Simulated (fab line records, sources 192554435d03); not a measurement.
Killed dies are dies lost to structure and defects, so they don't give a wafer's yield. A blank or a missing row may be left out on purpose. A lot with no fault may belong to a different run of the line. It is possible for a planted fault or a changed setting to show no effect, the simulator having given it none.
Lot-split experiment :: flow n5-finfet :: route with 1938 steps; 7 lots, 21 wafers read

== SPLIT DETAILS ==
At N5_GATE_CUT_EXPOSE_10 (exposes mask GATE CUT, target cd 20 nm), the setting dose-mj was moved away from the recipe's 43.25 on 6 of the 21 wafers read, by -6.6% to +2.9%. This setting was run at the recipe's value on the other wafers.

== FROM THE SPLIT TO THE READING: what the file shows between them, 2 steps ==
- N5_GATE_CUT_PEB_11: peb time 60 s
- N5_GATE_CUT_DEVELOP_12: develop time 30 s

== THE READING ==
Shown in nm: cd-nm at N5_GATE_CUT_CD_MEAS_13, with target cd 20 nm. Fault-free wafers of this fab line usually give 20.04 nm, standard deviation 0.22 nm.

wafer: L079.2
tool, chamber at the split: euv-scanner-01, 0
dose-mj as run: 43.25
against the recipe: recipe
cd-nm, nm: 20.17
against lot-mates on the recipe: -

wafer: L079.4
tool, chamber at the split: euv-scanner-01, 0
dose-mj as run: 43.25
against the recipe: recipe
cd-nm, nm: 20.01
against lot-mates on the recipe: -

wafer: L079.5
tool, chamber at the split: euv-scanner-01, 0
dose-mj as run: 43.25
against the recipe: recipe
cd-nm, nm: 19.77
against lot-mates on the recipe: -

wafer: L080.1
tool, chamber at the split: euv-scanner-01, 0
dose-mj as run: 43.25
against the recipe: recipe
cd-nm, nm: 20.00
against lot-mates on the recipe: -

wafer: L080.2
tool, chamber at the split: euv-scanner-01, 0
dose-mj as run: 43.25
against the recipe: recipe
cd-nm, nm: 20.42
against lot-mates on the recipe: -

wafer: L080.6
tool, chamber at the split: euv-scanner-01, 0
dose-mj as run: 43.25
against the recipe: recipe
cd-nm, nm: 20.00
against lot-mates on the recipe: -

wafer: L082.2
tool, chamber at the split: euv-scanner-01, 0
dose-mj as run: 43.25
against the recipe: recipe
cd-nm, nm: 19.90
against lot-mates on the recipe: -

wafer: L082.4
tool, chamber at the split: euv-scanner-01, 0
dose-mj as run: 43.25
against the recipe: recipe
cd-nm, nm: 20.11
against lot-mates on the recipe: -

wafer: L082.5
tool, chamber at the split: euv-scanner-01, 0
dose-mj as run: 44.5
against the recipe: +2.9%
cd-nm, nm: 20.72
against lot-mates on the recipe: +0.71

wafer: L084.1
tool, chamber at the split: euv-scanner-02, 0
dose-mj as run: 40.41
against the recipe: -6.6%
cd-nm, nm: 18.35
against lot-mates on the recipe: -1.67

wafer: L084.4
tool, chamber at the split: euv-scanner-02, 0
dose-mj as run: 43.25
against the recipe: recipe
cd-nm, nm: 19.84
against lot-mates on the recipe: -

wafer: L084.6
tool, chamber at the split: euv-scanner-02, 0
dose-mj as run: 43.25
against the recipe: recipe
cd-nm, nm: 20.21
against lot-mates on the recipe: -

wafer: L091.1
tool, chamber at the split: euv-scanner-01, 0
dose-mj as run: 40.47
against the recipe: -6.4%
cd-nm, nm: 18.40
against lot-mates on the recipe: -1.81

wafer: L091.3
tool, chamber at the split: euv-scanner-01, 0
dose-mj as run: 40.47
against the recipe: -6.4%
cd-nm, nm: 18.43
against lot-mates on the recipe: -1.78

wafer: L091.4
tool, chamber at the split: euv-scanner-01, 0
dose-mj as run: 43.25
against the recipe: recipe
cd-nm, nm: 20.21
against lot-mates on the recipe: -

wafer: L092.1
tool, chamber at the split: euv-scanner-02, 0
dose-mj as run: 43.25
against the recipe: recipe
cd-nm, nm: 19.97
against lot-mates on the recipe: -

wafer: L092.2
tool, chamber at the split: euv-scanner-02, 0
dose-mj as run: 43.25
against the recipe: recipe
cd-nm, nm: 20.26
against lot-mates on the recipe: -

wafer: L092.5
tool, chamber at the split: euv-scanner-02, 0
dose-mj as run: 43.25
against the recipe: recipe
cd-nm, nm: 19.77
against lot-mates on the recipe: -

wafer: L097.2
tool, chamber at the split: euv-scanner-01, 0
dose-mj as run: 40.6
against the recipe: -6.1%
cd-nm, nm: 18.21
against lot-mates on the recipe: -1.71

wafer: L097.5
tool, chamber at the split: euv-scanner-01, 0
dose-mj as run: 43.25
against the recipe: recipe
cd-nm, nm: 19.92
against lot-mates on the recipe: -

wafer: L097.6
tool, chamber at the split: euv-scanner-01, 0
dose-mj as run: 40.6
against the recipe: -6.1%
cd-nm, nm: 18.27
against lot-mates on the recipe: -1.65

THE FIT
A straight line over all 21 wafers: cd-nm changes by +0.266 nm for each +1% of dose-mj; r = +0.98; the points scatter about the line by 0.18 nm.
The same after taking each lot's own level away (the mean of its wafers on the recipe; 21 wafers): +0.27 nm for each +1%; r = +0.98; scatter 0.15 nm.
The reading moves by 1.8 nm for the largest change in dose-mj, on that fit.
From 19.920 to 20.210 nm: that is the span of the lots' own levels, equal to 1.3 times the standard deviation above.
The two slopes agree, so the slope changes little with the lot-to-lot level.
Check: with one of the wafers moved furthest among these (-6.6%) left out of the fit, the line predicts -1.81 nm for it against its lot-mates. Against them it came out at -1.67 nm.

== FURTHER SPLITS ON THESE WAFERS ==
Note: prior to the reading, these wafers also went through further splits. Each is held against what the fit with the lots' levels taken away leaves over:
other split on the same wafers: N5_SD_EPI_N_EPI_21 temp-c
wafers away from the commonest value: 7
r with cd-nm (lot level and that fit taken away): +0.16

== THE WHOLE CHAIN: every reading that the file lists as answering this split, in the file's order ==
step: N5_GATE_CUT_CD_MEAS_13
what it does: target cd 20 nm
reading: cd-nm
change (the file's fit): +0.268 nm for each +1% of the setting
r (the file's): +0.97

step: N5_GATE_CUT_DESCUM_18
what it does: chemistry O2, time 7 s
reading: GATE_CUT.cd-nm (the simulator's own value, which no gauge read)
change (the file's fit): +0.229 nm for each +1% of the setting
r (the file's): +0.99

step: N5_GATE_CUT_ETCH_37
what it does: etches SOC in N2/H2, target depth 60 nm, overetch 12 nm, time 90 s
reading: GATE_CUT.cd-nm (the simulator's own value, which no gauge read)
change (the file's fit): +0.237 nm for each +1% of the setting
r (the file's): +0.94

step: N5_GATE_CUT_HM_OPEN_40
what it does: chemistry C4F6/O2, target SiO2, target depth 139 nm, time 85.1 s
reading: GATE_CUT.cd-nm (the simulator's own value, which no gauge read)
change (the file's fit): +0.247 nm for each +1% of the setting
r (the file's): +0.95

step: N5_GATE_CUT_ETCH_19
what it does: etches SiNx in CH3F/O2, target depth 53.7 nm, time 76.7 s
reading: GATE_CUT.cd-nm (the simulator's own value, which no gauge read)
change (the file's fit): +0.258 nm for each +1% of the setting
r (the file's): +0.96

step: N5_GATE_CUT_ETCH_47
what it does: etches SiO2 in Cl2/BCl3, target depth 10 nm
reading: GATE_CUT.cd-nm (the simulator's own value, which no gauge read)
change (the file's fit): +0.271 nm for each +1% of the setting
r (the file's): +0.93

== THE FILE'S OWN FIT ==
cd-nm changes by +0.268 nm for each +1% of dose-mj, r = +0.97.
